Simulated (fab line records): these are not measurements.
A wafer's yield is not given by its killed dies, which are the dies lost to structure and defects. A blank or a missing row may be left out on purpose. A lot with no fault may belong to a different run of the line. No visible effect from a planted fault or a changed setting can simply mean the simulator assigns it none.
Chamber matching | flow n5 finfet | 4 sister chambers for N5_BEOL_M9_CMP_52 on cmp-04
The step polishes, stops on SiCOH lowk, t overpolish 7 s, target thk 140 nm. 8 wafers are shown with their chamber, then 8 later ones without.

## WAFERS WITH THEIR CHAMBER
wafer  | chamber | motor current A (A) | time to endpoint s (s)
L082.3 | 3       | 4.9                 | 70.3
L082.4 | 0       | 5.3                 | 72.4
L083.1 | 1       | 5.3                 | 63.0
L083.3 | 3       | 4.8                 | 63.9
L084.1 | 0       | 5.3                 | 68.5
L084.3 | 1       | 5.2                 | 64.2
L084.4 | 2       | 5.5                 | 62.1
L085.3 | 2       | 5.6                 | 63.1

## WAFERS MISSING THEIR CHAMBER
wafer  | motor current A (A) | time to endpoint s (s)
L085.4 | 5.4                 | 63.8
L085.6 | 5.3                 | 63.3
L092.1 | 4.9                 | 66.3
L092.2 | 5.4                 | 65.9
L092.6 | 4.7                 | 64.5
L094.1 | 5.6                 | 63.8
L094.3 | 4.8                 | 63.6
L094.4 | 5.0                 | 66.3

## THE CHAMBER EACH PASSED THROUGH
wafer  | from the rows above          | in truth
L085.4 | can't be placed: 1 or 2 or 0 | 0
L085.6 | can't be placed: 1 or 0      | 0
L092.1 | 3                            | 3
L092.2 | can't be placed: 0 or 1 or 2 | 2
L092.6 | 3                            | 3
L094.1 | 2                            | 2
L094.3 | 3                            | 3
L094.4 | can't be placed: 3 or 1      | 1
4 of 8 placed correctly. Not placeable from these rows: 4 (in 4, the candidates include the true chamber). 0 placed wrongly.
How it was worked out, from the rows above alone: a wafer's distance from a chamber is the root of the sum, over the readings, of the square of ((its reading less the chamber's mean) divided by the reading's scatter). The wafer belongs to the nearest chamber; if the next one is less than 2 further off, it can't be placed. A chamber's mean is the mean of its shown wafers. The scatter: take each reading less its chamber's mean, square it, sum over the shown wafers, divide by the number of wafers less the number of chambers, and take the root.
